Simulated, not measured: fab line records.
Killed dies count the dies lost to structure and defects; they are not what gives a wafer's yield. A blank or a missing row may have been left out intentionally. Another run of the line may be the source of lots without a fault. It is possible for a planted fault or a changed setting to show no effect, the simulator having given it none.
Split-lot trial | flow n5_finfet | 21 wafers read across 7 lots, on a route 1938 steps long

== ABOUT THE SPLIT ==
At N5_BEOL_M2_COAT_73 (time 60 s, resist thk 5 nm), the setting spin_rpm was moved away from the recipe's 1500 rpm on 6 of the 21 wafers read, by -9.8% to +8.9%. All remaining wafers had this setting at the recipe value.

== FROM THE SPLIT TO THE READING: what the file shows between them, 3 steps ==
- N5_BEOL_M2_COAT_05: resist thk 30 nm
- N5_BEOL_M2_EBR_07
- N5_BEOL_M2_DESCUM_16: chemistry O2, time 7 s

== THE READING ==
etch.depth_nm (the simulator's own value, which no gauge read), in nm, at N5_BEOL_M2_ETCH_74 (etches underlayer in N2/H2, target depth 6.5 nm, time 5.2 s). No usual value for it is given in the file. Across the 15 wafers here that went through the recipe, the average is 5.011 nm and the standard deviation 0.0074 nm.

wafer  | tool, chamber at the split | spin_rpm as run, rpm | against the recipe | etch.depth_nm, nm | against lot-mates on the recipe
L078.4 | litho_track-04, 0          | 1610                 | +7.3%              | 4.837             | -0.178
L078.5 | litho_track-04, 0          | 1500                 | recipe             | 5.023             | -
L078.6 | litho_track-04, 0          | 1500                 | recipe             | 5.008             | -
L080.1 | litho_track-04, 0          | 1500                 | recipe             | 4.993             | -
L080.2 | litho_track-04, 0          | 1500                 | recipe             | 5.006             | -
L080.6 | litho_track-04, 0          | 1353                 | -9.8%              | 5.26              | +0.260
L081.1 | litho_track-04, 0          | 1561                 | +4.1%              | 4.914             | -0.095
L081.3 | litho_track-04, 0          | 1500                 | recipe             | 5.012             | -
L081.5 | litho_track-04, 0          | 1500                 | recipe             | 5.007             | -
L083.1 | litho_track-05, 0          | 1500                 | recipe             | 5.008             | -
L083.2 | litho_track-05, 0          | 1633                 | +8.9%              | 4.803             | -0.204
L083.4 | litho_track-05, 0          | 1500                 | recipe             | 5.006             | -
L084.2 | litho_track-04, 0          | 1500                 | recipe             | 5.024             | -
L084.5 | litho_track-04, 0          | 1500                 | recipe             | 5.014             | -
L084.6 | litho_track-04, 0          | 1500                 | recipe             | 5.008             | -
L088.1 | litho_track-01, 0          | 1500                 | recipe             | 5.011             | -
L088.3 | litho_track-01, 0          | 1500                 | recipe             | 5.01              | -
L088.4 | litho_track-01, 0          | 1500                 | recipe             | 5.019             | -
L091.1 | litho_track-04, 0          | 1378                 | -8.1%              | 5.224             | +0.208
L091.4 | litho_track-04, 0          | 1378                 | -8.1%              | 5.237             | +0.221
L091.6 | litho_track-04, 0          | 1500                 | recipe             | 5.016             | -

FIT RESULTS
A straight line over all 21 wafers: etch.depth_nm changes by -0.0252 nm for each +1% of spin_rpm; r = -1.00; the points scatter about the line by 0.009 nm.
The same after taking each lot's own level away (the mean of its wafers on the recipe; 21 wafers): -0.0253 nm for each +1%; r = -1.00; scatter 0.0076 nm.
On that fit, the largest move of spin_rpm shifts the reading by 0.25 nm.
Across the lots, their own levels run from 4.9995 to 5.0160 nm, a range of 2.2 times the standard deviation given above.
So the lot-to-lot level changes the slope little: the two slopes agree.
Check: +0.247 nm against its lot-mates is what the line predicts for one of the wafers moved furthest among these (-9.8%) when that wafer is left out of the fit. Against them it came out at +0.26 nm.

== THE WHOLE CHAIN: every reading that the file lists as answering this split, in the file's order ==
step               | what it does                                                | reading                                                        | change (the file's fit)                | r (the file's)
N5_BEOL_M2_ETCH_74 | etches underlayer in N2/H2, target depth 6.5 nm, time 5.2 s | etch_rf_on_time_s                                              | withheld for each +1% of the setting   | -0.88
N5_BEOL_M2_ETCH_74 | etches underlayer in N2/H2, target depth 6.5 nm, time 5.2 s | etch.depth_nm (the simulator's own value, which no gauge read) | -0.0251 nm for each +1% of the setting | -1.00

== THE FILE'S OWN FIT ==
etch.depth_nm changes by -0.0251 nm for each +1% of spin_rpm, r = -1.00.
